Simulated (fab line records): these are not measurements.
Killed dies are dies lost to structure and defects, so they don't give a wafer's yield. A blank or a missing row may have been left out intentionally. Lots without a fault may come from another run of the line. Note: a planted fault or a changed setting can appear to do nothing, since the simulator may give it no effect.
Which tool is to blame? -- flow nand-harc -- 7 lots with 21 wafers sampled at 2 steps, on a route of 1302 steps

## WHAT THE GAUGES SHOWED, per wafer
NHARC_P_ZERO_WELL_CD_MEAS_37: the cd target is 720 nm.
lot,measured,on,cd-nm (nm)
L480,day 2 19:58,cd-sem-03,719.5 721.4 720.6
L482,day 3 16:13,cd-sem-02,720.4 722.3 719.7
L484,day 4 12:06,cd-sem-02,719.5 719.8 719.0
L493,day 8 06:17,cd-sem-02,721.4 719.0 719.2
L497,day 9 22:08,cd-sem-03,721.9 722.3 721.7
L499,day 10 18:08,cd-sem-03,720.6 720.1 718.4
L501,day 11 14:17,cd-sem-02,720.4 720.7 720.1

## TOOL THAT RAN EACH LOT (tool first, then ch and the chambers of the sampled wafers, then the start)
lot,NHARC_P_ZERO_WELL_IMPLANT_57
L480,"implanter-02 ch 0, day 2 18:56"
L482,"implanter-02 ch 0, day 3 15:05"
L484,"implanter-02, day 4 11:02"
L493,"implanter-02 ch 0, day 8 05:11"
L497,"implanter-01 ch 0, day 9 21:08"
L499,"implanter-01 ch 0, day 10 16:59"
L501,"implanter-02 ch 0, day 11 13:10"
- NHARC_P_ZERO_WELL_IMPLANT_57

## THE ANSWER, worked out from the rows above alone
Rule: the lots themselves supply what counts as usual. Put in order of their means at a reading, lots are off if they are a third of the lots or fewer, leave a main group of 4 or more, and stand apart from it by a gap of 3 or more times the standard deviation of the main group's means; of several such gaps the widest counts. Not used: any main group whose means are identical at the precision the tables above print for the reading. Also off: a lot with no number at a reading for which 4 or more lots have one. Where the step has rows for the other lots, those lots are counted as sound.
No lot is off at any reading shown: from this, nothing can be told.

## WHAT THE SIMULATOR PUT IN
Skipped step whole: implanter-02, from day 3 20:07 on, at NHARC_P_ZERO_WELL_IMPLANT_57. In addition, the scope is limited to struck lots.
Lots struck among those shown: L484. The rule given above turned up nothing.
